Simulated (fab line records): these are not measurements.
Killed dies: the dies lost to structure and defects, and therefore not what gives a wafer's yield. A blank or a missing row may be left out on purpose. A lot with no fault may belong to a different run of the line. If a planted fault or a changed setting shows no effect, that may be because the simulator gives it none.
fab line records | flow nand-harc | part 2 of 2: steps 24 to 33 of 33
[record] lots = 5 wafers = 15 last-day = 32
route steps=1302 shown P_GATE@216 P_CONTACT@217
lots untouched by any fault: they come from a run of this same line in which no faults occurred
start-h: start of the lot's first displayed wafer, in hours after the record's first day | wait-h: hours since the lot's step before | " the same as in the row above | L1.1+2: a row that stands for several wafers | - no value, or no start was given | * or withheld: withheld | < > ~ a bound
route shown NAME@n: NAME is a module with steps in the file, n the number in the route of the first one | usual: average and standard deviation across the fault-free wafers | same: alike in all rows | chamber/n: place in a boat | sites: per-site readings | _std_site: how widely they spread, as a standard deviation | _edge_site: the outer-site mean with the inner-site mean subtracted | radius-mm: for every site, how far away it sits from the centre of the wafer | mask NAME#n: copy n | behind: the tool/chamber that last shaped the wafer | hold: what put the lot on hold/how long, in hours/how the hold closed | device: the transistor (n, p or np) that didn't switch | end of line: tests of these same wafers at the route's end | for a step that has no rows: nothing shown but its recipe | killed: dies that structure and defects cost at the first sort, which is not the same as the wafer's yield | map: per-die view of a wafer (x killed, . not killed, _ where there is no die)
set.NAME: the setting the step ran with; set.NAME@STEP: the setting that earlier step ran with | model.NAME: the simulator's own value behind a step, which no gauge read
lots at some steps of the route; a table a step, a row a wafer
services: the hour from which a tool's chamber was out of use, counted from the record's first day as start-h (under 0 if before that day), plus the number of hours and why
[[steps]]
[step NHARC_P_CONTACT_ETCH_31]
[recipe] target-depth-a = 300 time-s = 85.7 ion-energy-ev = 120 over-etch-frac = 1 ch3f-flow-sccm = 50 o2-flow-sccm = 30 ar-flow-sccm = 200 rf-w = 500 bias-w = 100 chemistry = CH3F/O2
[usual] bias-w = 99.98/0.29 drypump-motor-current-A = 5.8/0.4 oes-product-au = 0.974/0.014 rf-vpp-V = 244.5/1.6 showerhead-plenum-p-Torr = 2.46/0.09 throttle-valve-pct = 20.663/0.0085
// columns lot.wafer tool chamber start-h wait-h bias-w drypump-motor-current-A oes-product-au rf-hours-counter-h rf-vpp-V showerhead-plenum-p-Torr throttle-valve-pct
L079.3 rie-diel-11 3 - - 99.77 5.8 0.967 2.2 244.5 2.40 20.659
L079.6 " 0 " " 99.97 5.5 0.953 - 241.8 2.44 20.657
L079.5 " 1 " " 100.34 6.3 0.971 - 246.8 2.55 20.666
L083.1 rie-diel-08 3 - - 99.96 5.0 0.976 0.4 242.5 2.36 20.652
L083.5 " 3 " " 100.28 5.0 0.992 - 243.1 2.36 20.652
L083.4 " 2 " " 100.33 6.2 0.988 - 246.4 2.61 20.662
L087.1 rie-diel-09 0 - - 99.81 5.8 0.962 3.0 244.1 2.49 20.678
L087.6 " 2 " " 100.59 5.8 0.985 - 243.6 2.38 20.663
L087.5 " 3 " " 99.71 6.2 0.971 - 243.7 2.41 20.678
L089.1 rie-diel-11 2 - - 100.05 5.1 0.983 0.3 246.6 2.63 20.656
L089.3 " 0 " " 99.91 5.5 0.979 0.3 244.5 2.44 20.656
L089.6 " 2 " " 99.61 5.1 0.984 - 248.2 2.63 20.653
L096.2 rie-diel-11 1 - - 100.43 6.3 0.996 3.0 244.6 2.55 20.658
L096.4 " 2 " " 99.89 5.1 0.994 2.8 246.7 2.63 20.680
L096.5 " 1 " " 100.42 6.3 0.997 - 247.5 2.55 20.662
[step NHARC_P_CONTACT_CD_MEAS_19]
[usual] cd-nm = 89.5/1.5
// columns lot.wafer tool chamber start-h wait-h cd-nm
L079.3 cd-sem-02 - 166.65 - 89.4
L079.5 " - " " 92.6
L079.6 " - " " 88.6
L083.1 cd-sem-02 - 204.81 - 89.7
L083.4 " - " " 88.2
L083.5 " - " " 91.2
L087.1 cd-sem-03 - 243.27 - 88.2
L087.5 " - " " 91.7
L087.6 " - " " 87.5
L089.1 cd-sem-02 - 265.50 - 89.1
L089.3 " - " " 89.9
L089.6 " - " " 89.9
L096.2 cd-sem-01 - 336.29 - 90.6
L096.4 " - " " 90.7
L096.5 " - " " 92.2
[step NHARC_P_CONTACT_STRIP_28]
[recipe] o2-flow-sccm = 500 ar-flow-sccm = 0 bias-w = 0 chemistry = O2
[usual] drypump-motor-current-A = 5.8/0.46 oes-product-au = 0.997/0.0089 rf-vpp-V = 57.8/0.87 showerhead-plenum-p-Torr = 3.56/0.14 throttle-valve-pct = 17.037/0.0095
[same] bias-w = 0
// columns lot.wafer tool chamber start-h wait-h drypump-motor-current-A oes-product-au rf-hours-counter-h rf-vpp-V showerhead-plenum-p-Torr throttle-valve-pct
L079.3 rie-diel-08 2 166.77 0.1 6.2 0.995 6.9 57.8 3.74 17.033
L079.5 " 0 " " 5.8 0.996 - 57.5 3.68 17.051
L079.6 " 2 " " 6.2 0.999 - 56.2 3.74 17.053
L083.1 rie-diel-09 2 204.88 0.1 5.8 0.999 1.9 57.2 3.42 17.030
L083.5 " 0 " " 5.8 0.984 - 58.9 3.57 17.032
L083.4 " 1 " " 6.3 1.002 - 57.9 3.43 17.043
L087.1 rie-diel-11 2 243.36 0.1 5.1 0.997 3.5 58.8 3.76 17.042
L087.6 " 1 " " 6.3 1.003 - 59.4 3.66 17.033
L087.5 " 2 " " 5.1 1.003 - 57.4 3.76 17.045
L089.3 rie-diel-09 0 265.59 0.1 5.7 0.976 3.3 57.8 3.57 17.038
L089.1 " 1 " " 6.3 1.000 3.4 58.5 3.42 17.037
L089.6 " 3 " " 6.2 0.997 - 57.5 3.46 17.030
L096.2 rie-diel-09 3 336.37 0.1 6.2 1.003 0.0 56.9 3.46 17.046
L096.4 " 1 " " 6.3 1.017 0.1 58.7 3.42 17.042
L096.5 " 2 " " 5.8 1.002 - 59.0 3.42 17.026
[step NHARC_P_CONTACT_STRIP_29]
[recipe] time-s = 1200 temp-c = 72.5 chemistry = post-etch-residue-remover
// columns lot.wafer tool chamber start-h wait-h
L079.5+3+6 wet-bench-01 0,3,4 166.95 0.1
L083.5+4+1 wet-bench-05 7,0,1 205.11 0.1
L087.5+1+6 wet-bench-05 6,7,0 243.54 -
L089.3+6+1 wet-bench-01 7,2,4 265.76 -
L096.4+2+5 wet-bench-04 5,0,2 336.54 -
[step NHARC_P_CONTACT_DEGAS_38]
[recipe] temp-c = 300 time-s = 60
[usual] heater-power-w = 440/42
// columns lot.wafer tool chamber start-h wait-h heater-power-w
L079.3 pvd-sputter-02 - 167.40 - 490
L079.6 " - " " 380
L079.5 " - " " 496
L083.4 pvd-sputter-01 - 205.56 - 446
L083.1 " - " " 413
L083.5 " - " " 443
L087.1 pvd-sputter-02 - 244.00 - 490
L087.6 " - " " 382
L087.5 " - " " 500
L089.1 pvd-sputter-02 - 266.21 - 383
L089.3 " - " " 472
L089.6 " - " " 393
L096.4 pvd-sputter-01 - 337.00 - 435
L096.2 " - " " 425
L096.5 " - " " 429
[step NHARC_P_CONTACT_PRE_CLEAN_39]
[recipe] time-s = 19.5 bias-v = 250 gas = Ar
// columns lot.wafer tool chamber start-h wait-h
L079.3+6+5 pvd-sputter-02 - - -
L083.1+4+5 pvd-sputter-01 - - -
L087.1+6+5 pvd-sputter-02 - - -
L089.1+3+6 pvd-sputter-02 - - -
L096.4+2+5 pvd-sputter-01 - - -
[step NHARC_P_CONTACT_PVD_32]
[recipe] target-thk-a = 50 chamber-pressure-pa = 5 power-w = 5000 substrate-temp-c = 200 time-s = 17.7 material = Ti
[usual] throttle-valve-pct = 30.4/0.8
// columns lot.wafer tool chamber start-h wait-h throttle-valve-pct
L079.3 pvd-sputter-02 - - - 30.8
L079.5 " - " " 30.9
L079.6 " - " " 30.9
L083.1 pvd-sputter-01 - - - 30.9
L083.4 " - " " 30.4
L083.5 " - " " 30.6
L087.1 pvd-sputter-02 - - - 30.3
L087.6 " - " " 30.6
L087.5 " - " " 30.8
L089.1 pvd-sputter-02 - - - 30.6
L089.3 " - " " 29.7
L089.6 " - " " 30.6
L096.4 pvd-sputter-01 - - - 29.7
L096.2 " - " " 31.8
L096.5 " - " " 30.9
[step NHARC_P_CONTACT_ALD_22]
[recipe] target-thk-a = 30 pulse-time-s = 1 ald-cycles = 150 temp-c = 450 material = TiN
[usual] heater-power-w = 1102/130 precursor-pulse-height-rel = 0.999/0.021
// columns lot.wafer tool chamber start-h wait-h heater-power-w precursor-pulse-height-rel
L079.3 ald-metal-04 0 167.63 - 1245 1.023
L079.5 " 0 " " 1247 1.022
L079.6 " 1 " " 1263 0.997
L083.1 ald-metal-04 3 205.81 - 914 1.000
L083.5 " 3 " " 928 0.960
L083.4 " 1 " " 1234 1.010
L087.1 ald-metal-04 1 244.28 - 1249 1.013
L087.5 " 0 " " 1280 1.040
L087.6 " 1 " " 1287 0.987
L089.3 ald-metal-04 2 266.46 - 1204 1.003
L089.1 " 1 " " 1290 0.986
L089.6 " 2 " " 1207 0.989
L096.4 ald-metal-04 0 337.27 - 1275 0.988
L096.2 " 1 " " 1187 1.024
L096.5 " 2 " " 1211 0.962
[step NHARC_P_CONTACT_CVD_23]
[recipe] target-thk-a = 2000 temp-c = 300 pressure-torr = 40 wf6-flow-sccm = 40 h2-flow-sccm = 1600 ar-flow-sccm = 1560 time-s = 557 material = W
[usual] heater-power-w = 465/52 throttle-valve-pct = 7.76/0.27
// columns lot.wafer tool chamber start-h wait-h heater-power-w throttle-valve-pct
L079.3 cvd-w-01 1 - - 413 7.56
L079.5 " 0 " " 529 8.02
L079.6 " 1 " " 420 7.67
L083.1 cvd-w-02 1 - - 424 7.41
L083.4 " 1 " " 411 7.20
L083.5 " 1 " " 424 7.39
L087.1 cvd-w-02 0 - - 483 7.77
L087.5 " 0 " " 494 7.57
L087.6 " 1 " " 417 7.39
L089.1 cvd-w-01 1 - - 410 7.61
L089.3 " 0 " " 531 7.94
L089.6 " 1 " " 414 8.04
L096.2 cvd-w-01 0 - - 546 7.85
L096.4 " 1 " " 422 7.60
L096.5 " 0 " " 529 8.09
[step NHARC_P_CONTACT_CMP_24]
[recipe] t-overpolish-s = 30 target-thk-nm = 200
[usual] motor-current-A = 12.3/1.3 overpolish-run-s = 30.001/0.009 time-to-endpoint-s = 40.4/2.8
// columns lot.wafer tool chamber start-h wait-h motor-current-A overpolish-run-s time-to-endpoint-s
L079.3 cmp-03 1 168.54 0.3 13.0 30.025 44.8
L079.5 " 3 " " 15.0 30.001 42.3
L079.6 " 0 " " 10.9 30.011 41.6
L083.4 cmp-03 3 206.73 0.4 14.2 30.010 38.7
L083.1 " 0 " " 10.8 29.986 43.0
L083.5 " 2 " " 11.1 29.999 43.4
L087.1 cmp-02 3 245.16 0.6 11.8 29.997 42.5
L087.6 " 1 " " 13.4 29.995 47.0
L087.5 " 2 " " 11.3 29.988 42.4
L089.3 cmp-02 0 267.30 0.4 10.8 29.997 39.6
L089.1 " 3 " " 11.8 30.013 39.3
L089.6 " 0 " " 12.2 30.013 41.1
L096.2 cmp-02 3 338.11 0.6 11.8 30.018 39.6
L096.4 " 0 " " 11.1 29.995 39.2
L096.5 " 2 " " 11.5 30.004 41.3
[[services]]
// columns tool chamber start-h hours kind
rie-diel-09 - 143.10 9.0 pm
rie-diel-08 1 144.82 85.5 repair
pvd-sputter-02 - 153.66 2.3 repair
litho-track-01 - 155.00 7.0 pm
rie-diel-09 3 157.25 8.4 repair
litho-track-06 - 179.00 7.0 pm
rie-diel-11 3 185.55 4.1 repair
pecvd-03 - 186.44 13.0 pm
rie-diel-08 - 190.80 9.0 pm
rie-diel-09 3 202.07 18.0 repair
rie-diel-08 2 211.86 9.1 repair
pvd-sputter-01 - 212.24 4.9 repair
pvd-sputter-01 - 226.04 10.0 pm
pvd-sputter-02 - 239.93 2.7 repair
rie-diel-08 3 247.54 8.2 repair
pvd-sputter-02 - 250.48 2.4 repair
rie-diel-11 - 255.50 9.0 pm
rie-diel-08 2 256.48 3.4 repair
rie-diel-08 3 263.35 10.4 repair
pvd-sputter-02 - 282.05 10.0 pm
pecvd-03 2 283.93 3.2 repair
rie-diel-09 1 310.95 7.7 repair
rie-diel-09 - 320.10 9.0 pm
litho-track-01 - 330.00 7.0 pm
